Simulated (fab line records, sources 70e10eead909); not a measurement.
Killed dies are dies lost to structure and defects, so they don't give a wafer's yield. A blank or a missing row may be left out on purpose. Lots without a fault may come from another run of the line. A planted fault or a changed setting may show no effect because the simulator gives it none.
fab line records | flow nand_harc
record lots=5 wafers=15 last_day=34
route steps=1302 shown P_CONTACT@217 END@1302
lots that met no fault: from a run of the same line without faults
start_h: hours from the record's first day to the start of the lot's first wafer shown | wait_h: hours since the lot's step before | " the same as in the row above | L1.1+2: a row that stands for several wafers | - no value, or no start given | * or withheld: withheld | < > ~ a bound
route shown NAME@n: a module of which the file shows steps, and the number in the route of the first | usual: mean/standard deviation of fault-free wafers | same: alike in all rows | chamber/n: place in a boat | sites: the reading at each site | _std_site: their standard deviation | _edge_site: outer sites' mean less inner sites' | radius_mm: how far each site lies from the wafer's centre | mask NAME#n: copy n | behind: the tool/chamber that last shaped the wafer | hold: why the lot was held/for how many hours/how that ended | device: the transistor (n, p or np) that didn't switch | end of line: the same wafers' tests at the end of the route | a step without rows: its recipe alone | killed: dies lost to structure and defects at the first sort, not the wafer's yield | map: a wafer's dies, x killed, . not, _ none there
set.NAME: the setting as run; set.NAME@STEP: as run at that earlier step | model.NAME: the simulator's own value behind a step, which no gauge read
lots at some steps of the route; a table a step, a row a wafer
services: from which hour (start_h, from the record's first day; less than 0 if before it) a tool's chamber was out of use, for how many hours, and why
## steps
# step NHARC_P_CONTACT_DEP_30
# recipe target_thk_a=300 temp_c=400 target_thk_nm=30 flow_sccm=200 rf_w=450 material=SiNx
# step NHARC_P_CONTACT_DEP_00
# recipe target_thk_a=5000 temp_c=400 pressure_torr=6.5 rf_w=900 teos_flow_sccm=161.4 flow_sccm=2650 target_thk_nm=500 gas=O2 material=SiO2
# usual heater_power_w=592/140 rf_fwd_power_W=897.9/2.8 throttle_valve_pct=15.8/0.46
# columns lot.wafer tool chamber start_h wait_h heater_power_w rf_fwd_power_W throttle_valve_pct
L751.3 pecvd-02 1 - - 637 893.1 15.8
L751.5 " 0 " " 428 900.1 15.7
L751.4 " 1 " " 670 898.5 16.0
L752.1 pecvd-02 0 - - 402 897.3 15.8
L752.3 " 2 " " 725 900.3 15.1
L752.6 " 0 " " 413 897.9 15.8
L766.2 pecvd-02 1 - - 634 897.3 15.6
L766.5 " 2 " " 786 896.3 15.2
L766.4 " 1 " " 663 895.2 15.8
L768.2 pecvd-02 1 - - 677 899.3 16.0
L768.5 " 2 " " 786 900.8 15.5
L768.4 " 0 " " 481 896.8 15.2
L773.2 pecvd-04 2 349.02 0.3 551 897.0 16.4
L773.4 " 0 " " 729 897.2 16.0
L773.6 " 2 " " 599 896.8 16.5
# step NHARC_P_CONTACT_CMP_01
# recipe target_thk_nm=200 material=SiO2
# usual motor_current_A=12.0/1.5
# columns lot.wafer tool chamber start_h wait_h motor_current_A
L751.3 cmp-01 3 125.42 - 13.1
L751.4 " 0 " " 10.9
L751.5 " 3 " " 12.8
L752.1 cmp-04 3 138.08 - 11.4
L752.3 " 0 " " 14.6
L752.6 " 1 " " 13.5
L766.2 cmp-03 0 273.42 - 10.4
L766.4 " 1 " " 12.4
L766.5 " 0 " " 10.9
L768.2 cmp-03 3 300.01 - 12.2
L768.4 " 0 " " 11.3
L768.5 " 2 " " 9.7
L773.4 cmp-04 2 349.59 0.4 10.7
L773.2 " 0 " " 14.8
L773.6 " 1 " " 13.4
# step NHARC_P_CONTACT_SRD_03
# step NHARC_P_CONTACT_DEHYDRATE_04
# recipe temp_c=150 time_s=120
# step NHARC_P_CONTACT_HMDS_05
# recipe time_s=30
# step NHARC_P_CONTACT_COAT_33
# recipe temp_c=260 time_s=75
# step NHARC_P_CONTACT_COAT_34
# recipe temp_c=225 time_s=65
# step NHARC_P_CONTACT_COAT_06
# recipe spin_rpm=1500 resist_thk_nm=90
# step NHARC_P_CONTACT_SOFTBAKE_07
# recipe temp_c=105 time_s=55
# step NHARC_P_CONTACT_EBR_08
# step NHARC_P_CONTACT_EXPOSE_09
# recipe na=1.35 target_cd_nm=90 dose_mj=81.26 mask_id=P_CA
# usual reticle_temp_C=23.01/0.11
# columns lot.wafer tool chamber start_h wait_h mask reticle_temp_C
L751.3 arfi_scanner-03 0 126.09 - P_CA#0 23.04
L751.4 " 0 " " P_CA#0 22.93
L751.5 " 0 " " P_CA#0 22.96
L752.1 arfi_scanner-03 0 138.59 - P_CA_R1#0 22.96
L752.3 " 0 " " P_CA_R1#0 22.98
L752.6 " 0 " " P_CA_R1#0 23.12
L766.2 arfi_scanner-02 0 274.00 - P_CA#0 22.89
L766.4 " 0 " " P_CA#0 23.09
L766.5 " 0 " " P_CA#0 22.82
L768.2 arfi_scanner-01 0 300.56 - P_CA#0 23.07
L768.4 " 0 " " P_CA#0 22.93
L768.5 " 0 " " P_CA#0 23.13
L773.2 arfi_scanner-02 0 350.25 - P_CA#0 22.92
L773.4 " 0 " " P_CA#0 23.08
L773.6 " 0 " " P_CA#0 23.01
# step NHARC_P_CONTACT_PEB_10
# recipe peb_temp_c=100 peb_time_s=65
# step NHARC_P_CONTACT_DEVELOP_11
# recipe develop_time_s=35 dev_temp_c=23
# step NHARC_P_CONTACT_CD_MEAS_12
# recipe target_cd_nm=90 landing_energy_ev=500
# usual cd_nm=90.1/0.94
# columns lot.wafer tool chamber start_h wait_h cd_nm
L751.3 cd_sem-01 0 126.24 - 89.5
L751.4 " 0 " " 90.0
L751.5 " 0 " " 89.1
L752.1 cd_sem-01 0 138.73 - 99.0
L752.3 " 0 " " 98.8
L752.6 " 0 " " 97.9
L766.2 cd_sem-01 0 274.14 - 91.6
L766.4 " 0 " " 91.5
L766.5 " 0 " " 91.6
L768.2 cd_sem-02 0 300.70 - 91.0
L768.4 " 0 " " 90.3
L768.5 " 0 " " 89.0
L773.2 cd_sem-03 0 350.39 - 90.1
L773.4 " 0 " " 89.8
L773.6 " 0 " " 91.1
# step NHARC_P_CONTACT_OVL_MEAS_13
# usual overlay_x_nm=-0.1/0.84 overlay_y_nm=-0.2/0.94
# columns lot.wafer tool chamber start_h wait_h overlay_x_nm overlay_y_nm
L751.3 overlay-02 - 126.32 - 0.2 0.6
L751.4 " - " " 0.1 0.8
L751.5 " - " " -0.4 0.2
L752.1 overlay-01 - 138.82 - 1.0 0.7
L752.3 " - " " 0.1 0.3
L752.6 " - " " 0.0 0.4
L766.2 overlay-02 - 274.23 - -0.2 0.2
L766.4 " - " " -1.0 0.7
L766.5 " - " " -0.7 0.6
L768.2 overlay-02 - 300.79 - 2.0 -0.5
L768.4 " - " " 2.1 -0.4
L768.5 " - " " 2.2 -0.9
L773.2 overlay-01 - 350.48 - -0.1 1.9
L773.4 " - " " -0.8 1.6
L773.6 " - " " -1.3 2.0
# step NHARC_P_CONTACT_INSPECT_14
# usual raw_defect_count=4.2/2.4
# columns lot.wafer tool chamber start_h wait_h raw_defect_count
L751.3 defect_inspect-01 - 126.36 0.0 4
L751.4 " - " " 6
L751.5 " - " " 8
L752.1 defect_inspect-01 - 138.85 0.0 4
L752.3 " - " " 3
L752.6 " - " " 3
L766.2 defect_inspect-02 - 274.26 0.0 4
L766.4 " - " " 4
L766.5 " - " " 7
L768.2 defect_inspect-01 - 300.82 0.0 1
L768.4 " - " " 2
L768.5 " - " " 0
L773.2 defect_inspect-02 - 350.52 0.0 10
L773.4 " - " " 8
L773.6 " - " " 3
# step NHARC_P_CONTACT_DESCUM_17
# recipe time_s=3 o2_flow_sccm=200 ar_flow_sccm=0 bias_power_w=0 chemistry=O2
# usual chamber_pressure_mTorr=60.00/0.055 drypump_motor_current_A=5.6/0.39 oes_product_au=1.005/0.014 rf_vpp_V=57.6/0.86 showerhead_plenum_p_Torr=1.89/0.087 throttle_valve_pct=11.311/0.0094
# columns lot.wafer tool chamber start_h wait_h chamber_pressure_mTorr drypump_motor_current_A oes_product_au rf_hours_counter_h rf_vpp_V showerhead_plenum_p_Torr throttle_valve_pct model.P_CONTACT.cd_nm
L751.3 rie_diel-11 1 126.44 0.1 59.98 6.5 0.995 1.3 58.2 2.05 11.289 88.43
L751.4 " 2 " " 59.92 5.2 1.013 1.2 57.3 1.81 11.298 90.46
L751.5 " 3 " " 59.98 6.2 1.019 - 57.1 1.86 11.315 90.36
L752.1 rie_diel-08 3 138.91 0.1 59.91 5.6 0.993 6.1 59.1 2.01 11.318 98.77
L752.3 " 1 " " 60.09 5.0 1.006 7.8 57.8 1.89 11.310 100.4
L752.6 " 3 " " 60.00 5.7 0.989 - 59.6 2.01 11.291 97.81
L766.2 rie_diel-11 3 274.32 0.1 60.07 6.2 0.999 0.5 58.8 1.86 11.319 92.59
L766.4 " 0 " " 60.07 5.7 1.000 0.5 57.0 1.86 11.300 90.84
L766.5 " 3 " " 59.90 6.2 1.008 - 57.1 1.86 11.307 92.72
L768.4 rie_diel-06 1 300.88 0.1 60.02 5.1 0.975 4.3 58.1 1.91 11.314 90.61
L768.2 " 3 " " 59.95 5.5 1.027 4.8 57.8 2.03 11.308 89.97
L768.5 " 1 " " 59.95 5.1 0.985 - 57.0 1.91 11.329 89.18
L773.2 rie_diel-06 2 350.59 0.1 59.95 5.6 1.003 1.1 57.6 1.79 11.294 89.88
L773.6 " 1 " " 60.01 5.1 0.978 - 57.3 1.91 11.322 90.89
L773.4 " 2 " " 60.01 5.6 0.992 - 56.5 1.79 11.314 89.85
# step NHARC_P_CONTACT_ETCH_35
# recipe target_depth_a=390 over_etch_frac=0.3 time_s=65 ion_energy_ev=80 cf4_flow_sccm=150 ar_flow_sccm=0 rf_w=300 bias_w=100 chemistry=CF4
# usual chamber_pressure_mTorr=50.00/0.048 drypump_motor_current_A=5.6/0.39 oes_product_au=1.006/0.014 rf_fwd_power_W=297.2/1.2 rf_vpp_V=151.0/1.1 showerhead_plenum_p_Torr=1.74/0.075 throttle_valve_pct=13.284/0.0096
# columns lot.wafer tool chamber start_h wait_h chamber_pressure_mTorr drypump_motor_current_A oes_product_au rf_fwd_power_W rf_hours_counter_h rf_vpp_V showerhead_plenum_p_Torr throttle_valve_pct
L751.4 rie_diel-11 3 126.51 0.1 49.91 6.2 1.017 296.1 1.2 150.5 1.72 13.282
L751.3 " 1 " " 49.90 6.5 0.996 297.3 1.3 152.3 1.88 13.292
L751.5 " 3 " " 49.98 6.2 1.026 295.8 - 151.0 1.72 13.290
L752.3 rie_diel-08 3 139.00 0.1 50.05 5.6 1.005 298.1 6.1 153.4 1.85 13.287
L752.1 " 1 " " 50.01 5.0 1.007 296.9 7.8 151.8 1.75 13.276
L752.6 " 2 " " 50.03 5.5 1.017 294.7 - 149.1 1.68 13.268
L766.2 rie_diel-11 2 274.41 0.1 50.02 5.2 1.006 298.4 0.3 150.7 1.68 13.282
L766.4 " 0 " " 50.01 5.7 1.004 296.2 0.5 150.9 1.73 13.283
L766.5 " 1 " " 49.97 6.5 0.996 297.2 - 153.7 1.88 13.271
L768.2 rie_diel-06 1 300.97 0.1 50.02 5.1 0.990 296.9 4.3 152.6 1.76 13.281
L768.4 " 0 " " 49.96 5.6 1.031 298.1 4.6 149.4 1.66 13.262
L768.5 " 2 " " 50.02 5.5 1.006 299.4 - 150.5 1.66 13.291
L773.2 rie_diel-06 0 350.69 0.1 50.01 5.6 1.001 297.7 0.8 150.3 1.66 13.270
L773.4 " 2 " " 49.95 5.6 0.995 297.4 - 148.7 1.66 13.284
L773.6 " 0 " " 50.07 5.6 1.017 298.0 - 149.5 1.66 13.286
# step NHARC_P_CONTACT_ETCH_36
# recipe target_depth_a=2600 over_etch_frac=0.25 time_s=406.25 ion_energy_ev=200 n2_flow_sccm=150 h2_flow_sccm=150 ar_flow_sccm=0 rf_w=400 bias_w=150 chemistry=N2/H2
# step NHARC_P_CONTACT_ETCH_18
# recipe target_depth_a=4810 time_s=240.5 c4f8_flow_sccm=20 o2_flow_sccm=10 ar_flow_sccm=withheld rf_w=600 bias_w=1500 chemistry=C4F8/O2/Ar
# usual chamber_pressure_mTorr=25.002/0.023 oes_product_au=0.967/0.021 rf_fwd_power_W=598.3/1.9 rf_vpp_V=976/6
# columns lot.wafer tool chamber start_h wait_h chamber_pressure_mTorr oes_product_au rf_fwd_power_W rf_hours_counter_h rf_vpp_V
L751.3 rie_diel-11 1 - - 24.974 0.974 597.7 1.5 988
L751.4 " 2 " " 25.033 0.993 599.2 1.5 971
L751.5 " 0 " " 25.039 0.957 597.2 - 974
L752.1 rie_diel-08 2 - - 25.030 0.988 600.3 7.9 970
L752.3 " 3 " " 24.970 0.973 599.7 6.3 985
L752.6 " 1 " " 25.001 0.974 597.1 - 976
L766.2 rie_diel-11 1 - - 24.961 0.955 597.8 0.5 988
L766.4 " 3 " " 25.003 0.972 594.3 0.8 975
L766.5 " 0 " " 25.012 0.963 598.3 - 975
L768.2 rie_diel-06 2 - - 25.011 0.967 598.2 4.8 971
L768.4 " 1 " " 24.993 0.937 598.3 4.5 978
L768.5 " 3 " " 25.006 0.997 597.8 - 985
L773.4 rie_diel-06 2 - - 25.004 0.957 601.1 1.4 970
L773.2 " 3 " " 25.050 0.968 596.3 0.7 987
L773.6 " 0 " " 24.986 0.957 600.1 - 969
# step NHARC_P_CONTACT_STRIP_37
# recipe c4f8_flow_sccm=withheld o2_flow_sccm=8 ar_flow_sccm=withheld bias_w=0 chemistry=C4F8/O2/Ar
# step NHARC_P_CONTACT_ETCH_31
# recipe target_depth_a=300 time_s=85.7 ion_energy_ev=120 over_etch_frac=1 ch3f_flow_sccm=50 o2_flow_sccm=30 ar_flow_sccm=200 rf_w=500 bias_w=100 chemistry=CH3F/O2
# usual chamber_pressure_mTorr=25.001/0.022 drypump_motor_current_A=5.6/0.39 oes_product_au=0.985/0.016 rf_fwd_power_W=496.2/2 rf_vpp_V=243.9/1.8 showerhead_plenum_p_Torr=2.43/0.11 throttle_valve_pct=20.663/0.0093
# columns lot.wafer tool chamber start_h wait_h chamber_pressure_mTorr drypump_motor_current_A oes_product_au rf_fwd_power_W rf_hours_counter_h rf_vpp_V showerhead_plenum_p_Torr throttle_valve_pct model.P_CONTACT.cd_nm
L751.4 rie_diel-11 1 - - 24.947 6.5 0.977 500.0 1.5 247.3 2.62 20.656 92.59
L751.3 " 2 " " 24.959 5.2 0.994 496.1 1.5 242.8 2.32 20.660 87.99
L751.5 " 2 " " 25.009 5.2 0.997 497.0 - 241.4 2.33 20.653 91.07
L752.1 rie_diel-08 1 - - 24.961 5.0 0.996 497.4 8.2 244.9 2.43 20.645 99.11
L752.3 " 2 " " 25.010 5.5 0.999 497.2 8.0 242.4 2.33 20.672 96.31
L752.6 " 1 " " 24.992 5.0 1.002 497.0 - 243.3 2.43 20.673 99.73
L766.2 rie_diel-11 3 - - 25.024 6.2 0.980 494.3 0.8 242.7 2.39 20.660 94.33
L766.4 " 0 " " 25.008 5.7 0.993 496.0 0.7 243.7 2.40 20.659 90.91
L766.5 " 3 " " 24.976 6.2 0.976 492.0 - 242.1 2.39 20.659 93.78
L768.4 rie_diel-06 0 - - 25.002 5.6 1.004 496.1 4.8 242.8 2.30 20.674 89.51
L768.2 " 1 " " 25.015 5.1 0.957 495.8 4.5 244.7 2.45 20.659 90.12
L768.5 " 2 " " 25.026 5.6 0.982 498.4 - 241.8 2.30 20.670 89.33
L773.4 rie_diel-06 3 - - 25.012 5.5 0.986 496.0 0.7 245.9 2.61 20.678 90.09
L773.2 " 1 " " 24.989 5.1 0.951 494.1 1.5 244.7 2.45 20.657 83.93
L773.6 " 3 " " 25.019 5.6 0.990 495.4 - 246.2 2.61 20.651 85.63
# step NHARC_P_CONTACT_CD_MEAS_19
# usual cd_nm=89.3/2.1
# columns lot.wafer tool chamber start_h wait_h cd_nm
L751.3 cd_sem-01 - 127.29 - 88.1
L751.4 " - " " 92.5
L751.5 " - " " 91.0
L752.1 cd_sem-01 - 139.78 - 99.4
L752.3 " - " " 96.2
L752.6 " - " " 99.6
L766.2 cd_sem-01 - 275.19 - 94.5
L766.4 " - " " 90.8
L766.5 " - " " 94.0
L768.2 cd_sem-01 - 301.75 - 90.4
L768.4 " - " " 89.5
L768.5 " - " " 89.2
L773.2 cd_sem-01 - 351.53 - 84.0
L773.4 " - " " 90.0
L773.6 " - " " 85.7
# step NHARC_P_CONTACT_STRIP_28
# recipe o2_flow_sccm=500 ar_flow_sccm=0 bias_w=0 chemistry=O2
# usual chamber_pressure_mTorr=60.00/0.049 drypump_motor_current_A=5.6/0.41 oes_product_au=1.003/0.014 rf_vpp_V=57.6/0.91 showerhead_plenum_p_Torr=3.48/0.16 throttle_valve_pct=17.036/0.009
# columns lot.wafer tool chamber start_h wait_h chamber_pressure_mTorr drypump_motor_current_A oes_product_au rf_hours_counter_h rf_vpp_V showerhead_plenum_p_Torr throttle_valve_pct
L751.3 rie_diel-08 2 127.38 0.1 60.00 5.5 1.001 7.4 58.6 3.35 17.032
L751.5 " 2 " " 60.07 5.5 1.004 - 59.2 3.35 17.032
L751.4 " 3 " " 59.97 5.6 0.987 - 59.0 3.69 17.024
L752.1 rie_diel-11 1 139.86 0.1 59.99 6.5 1.000 1.8 57.6 3.76 17.033
L752.3 " 3 " " 59.91 6.2 1.019 2.0 57.8 3.44 17.024
L752.6 " 2 " " 60.00 5.2 1.004 - 56.1 3.34 17.040
L766.2 rie_diel-08 3 275.27 0.1 60.09 5.7 1.002 4.6 58.0 3.68 17.042
L766.5 " 0 " " 60.03 5.6 1.008 - 56.0 3.43 17.020
L766.4 " 2 " " 60.01 5.5 1.005 - 56.3 3.35 17.037
L768.4 rie_diel-11 1 301.83 0.1 60.02 6.5 0.980 1.2 58.4 3.75 17.050
L768.2 " 0 " " 59.99 5.7 1.006 1.4 58.1 3.44 17.041
L768.5 " 1 " " 60.11 6.5 0.973 - 57.7 3.75 17.029
L773.4 rie_diel-11 1 351.61 0.1 60.08 6.5 0.984 2.4 60.2 3.75 17.037
L773.2 " 0 " " 60.06 5.7 1.002 2.4 58.1 3.44 17.036
L773.6 " 2 " " 60.06 5.2 0.990 - 58.1 3.34 17.047
# step NHARC_END_SORT_01
# recipe temp_c=25
# usual killed_at_array=57/21 killed_at_other=0.9/1.2 killed_at_periphery=4.2/2.9 killed_dies=62/21 killed_open=3.2/1.8 killed_short=2.4/1.5
# same gross_dies=677
# columns lot.wafer tool chamber start_h wait_h killed_at_array killed_at_other killed_at_periphery killed_dies killed_open killed_short
L752.1 prober-01 0 580.06 2.5 48 0 6 54 2 2
L752.3 prober-01 0 581.64 3.1 35 0 3 38 2 0
L752.6 prober-01 0 584.01 4.0 47 0 7 54 4 1
L751.3 prober-02 0 581.68 3.1 45 0 2 47 2 3
L751.4 prober-02 0 582.48 3.4 62 0 5 67 4 3
L751.5 prober-02 0 583.28 3.7 41 0 6 47 2 4
L768.2 prober-02 0 749.91 2.8 51 1 5 57 2 1
L768.4 prober-02 0 751.50 3.4 49 2 5 56 3 2
L768.5 prober-02 0 752.30 3.7 51 2 6 59 4 1
L773.2 prober-01 0 801.79 2.8 49 4 11 64 6 0
L773.4 prober-01 0 803.36 3.4 69 1 10 80 3 2
L773.6 prober-01 0 804.93 3.9 79 1 8 88 1 3
# killed by level:class
L752.1 A_SLIT:chamber_film_flake=17 A_CHANNEL_HOLE_D2:chamber_film_flake=8 A_CONTACT:chamber_film_flake=7 A_M0:chamber_film_flake=7 P_CONTACT:area_expose=4 A_STAIRCASE:chamber_film_flake=3 P_CONTACT:geometric_particle:open=1 P_M0:geometric_particle:short=1
L752.3 A_SLIT:chamber_film_flake=22 A_CHANNEL_HOLE_D2:chamber_film_flake=5 A_CONTACT:chamber_film_flake=3 P_M0:geometric_particle:open=1 A_WL_FILL:geometric_particle:open=1 P_STI:chamber_film_flake=1 P_BONDPAD:chamber_film_flake=1 A_CHANNEL_HOLE_D1:chamber_film_flake=1
L751.3 A_CHANNEL_HOLE_D1:chamber_film_flake=29 A_CHANNEL_HOLE_D2:chamber_film_flake=5 A_DECK1_JOINT:chamber_film_flake=3 A_CONTACT:chamber_film_flake=2 A_ONON_D1:geometric_particle:short=1 A_DECK1_JOINT:geometric_particle:short=1 A_CHANNEL_FILL_D2:geometric_particle:short=1 A_CONTACT:geometric_particle:open=1
L751.4 A_CHANNEL_HOLE_D1:chamber_film_flake=33 A_CHANNEL_HOLE_D2:chamber_film_flake=13 P_ZERO_WELL:chamber_film_flake=4 A_DECK1_JOINT:chamber_film_flake=4 A_STAIRCASE:chamber_film_flake=3 A_M0:chamber_film_flake=2 P_M0:geometric_particle:open=1 A_SOURCE_PLATE:geometric_particle:open=1
L751.5 A_CHANNEL_HOLE_D1:chamber_film_flake=24 P_ZERO_WELL:chamber_film_flake=4 A_CHANNEL_HOLE_D2:chamber_film_flake=4 A_STAIRCASE:chamber_film_flake=3 A_DECK1_JOINT:chamber_film_flake=2 A_M0:chamber_film_flake=2 P_CONTACT:geometric_particle:short=1 A_DECK1_JOINT:geometric_particle:open=1
L752.6 A_SLIT:chamber_film_flake=22 A_CHANNEL_HOLE_D2:chamber_film_flake=7 A_CONTACT:chamber_film_flake=6 A_STAIRCASE:chamber_film_flake=4 P_M0:geometric_particle:open=3 A_CHANNEL_HOLE_D1:chamber_film_flake=2 A_M0:chamber_film_flake=2 A_M0:geometric_particle:open=1
L768.2 A_SLIT:chamber_film_flake=20 A_CHANNEL_HOLE_D1:chamber_film_flake=11 A_CHANNEL_HOLE_D2:chamber_film_flake=11 P_M0:chamber_film_flake=4 A_WL_FILL:chamber_film_flake=2 A_CONTACT:chamber_film_flake=2 A_ONON_D2:geometric_particle:open=1 A_CHANNEL_FILL_D2:geometric_particle:short=1
L768.4 A_SLIT:chamber_film_flake=23 A_CHANNEL_HOLE_D2:chamber_film_flake=13 P_M0:chamber_film_flake=4 A_CONTACT:chamber_film_flake=3 A_M0:chamber_film_flake=2 P_M0:geometric_particle:short=1 A_ONON_D1:geometric_particle:open=1 A_WL_FILL:geometric_particle:open=1
L768.5 A_SLIT:chamber_film_flake=19 A_CHANNEL_HOLE_D1:chamber_film_flake=13 A_CHANNEL_HOLE_D2:chamber_film_flake=9 P_M0:chamber_film_flake=4 A_CONTACT:chamber_film_flake=3 THIN_TSV:chamber_film_flake=2 P_GATE:geometric_particle:open=1 P_M0:geometric_particle:open=1
L773.2 A_CHANNEL_HOLE_D2:chamber_film_flake=17 A_SLIT:chamber_film_flake=17 A_CHANNEL_HOLE_D1:chamber_film_flake=6 P_GATE:chamber_film_flake=4 A_CONTACT:chamber_film_flake=4 P_M2:chamber_film_flake=3 P_CONTACT:geometric_particle:open=2 HYBRID_BOND:chamber_film_flake=2
L773.4 A_SLIT:chamber_film_flake=20 A_CHANNEL_HOLE_D2:chamber_film_flake=19 A_CHANNEL_HOLE_D1:chamber_film_flake=18 P_GATE:chamber_film_flake=8 A_STAIRCASE:chamber_film_flake=3 A_CONTACT:chamber_film_flake=3 A_ONON_D2:geometric_particle:short=2 P_M0:geometric_particle:open=1
L773.6 A_CHANNEL_HOLE_D2:chamber_film_flake=34 A_SLIT:chamber_film_flake=28 A_CHANNEL_HOLE_D1:chamber_film_flake=8 A_CONTACT:chamber_film_flake=5 P_GATE:chamber_film_flake=3 P_CONTACT:geometric_particle:short=2 P_M2:chamber_film_flake=2 A_STAIRCASE:chamber_film_flake=2
## services
# columns tool chamber start_h hours kind
rie_diel-08 3 109.59 7.8 repair
cmp-04 - 111.00 4.0 pm
rie_diel-06 2 113.68 7.4 repair
arfi_scanner-03 - 116.84 0.3 repair
rie_diel-06 2 122.09 4.4 repair
rie_diel-08 0 125.06 8.9 repair
rie_diel-06 - 130.20 9.0 pm
arfi_scanner-02 - 140.00 4.0 pm
rie_diel-06 1 144.44 2.4 repair
rie_diel-08 2 155.93 4.1 repair
rie_diel-08 - 190.90 9.0 pm
pecvd-02 - 227.00 13.0 pm
rie_diel-11 - 233.41 13.8 repair
rie_diel-11 - 255.50 9.0 pm
rie_diel-11 2 265.89 8.0 repair
rie_diel-08 1 274.06 19.3 repair
rie_diel-06 - 277.15 0.7 repair
rie_diel-06 3 282.90 1.3 repair
rie_diel-08 3 286.08 7.2 repair
rie_diel-08 1 295.83 5.6 repair
rie_diel-06 - 307.21 9.0 pm
rie_diel-11 1 317.03 6.1 repair
rie_diel-11 0 334.54 5.6 repair
rie_diel-06 3 343.97 6.9 repair
## key
first_sign step=NHARC_P_CONTACT_EXPOSE_09 reading=mask direction=changed
effect step=NHARC_P_CONTACT_CD_MEAS_12 reading=cd_nm direction=up sigmas=9.1 usual=90.1 struck=98.6
effect step=NHARC_P_CONTACT_CD_MEAS_19 reading=cd_nm direction=up sigmas=4.4 usual=89.3 struck=98.4
model_effect step=NHARC_P_CONTACT_DESCUM_17 value=P_CONTACT.cd_nm without=91.09 struck=98.99
model_effect step=NHARC_P_CONTACT_ETCH_31 value=P_CONTACT.cd_nm without=90.48 struck=98.38
met_at NHARC_P_CONTACT_EXPOSE_09
struck_wafers L752.1,L752.3,L752.6
tester_left_out L752
onset_between 126.09 138.59
fault kind=wrong_mask tool=any chamber=- onset_h=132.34 steps=NHARC_P_CONTACT_EXPOSE_09 aux_copy=P_CA_R1#0 cd_offset_nm=7.9061 scope=struck_lots_only
# tester_left_out: of these lots the tester's yield and bins aren't shown, on N5 and GAA mostly nor the transistor test; their killed dies are dies lost to structure and defects alone, not to doping, threshold or leakage, so they don't give the yield
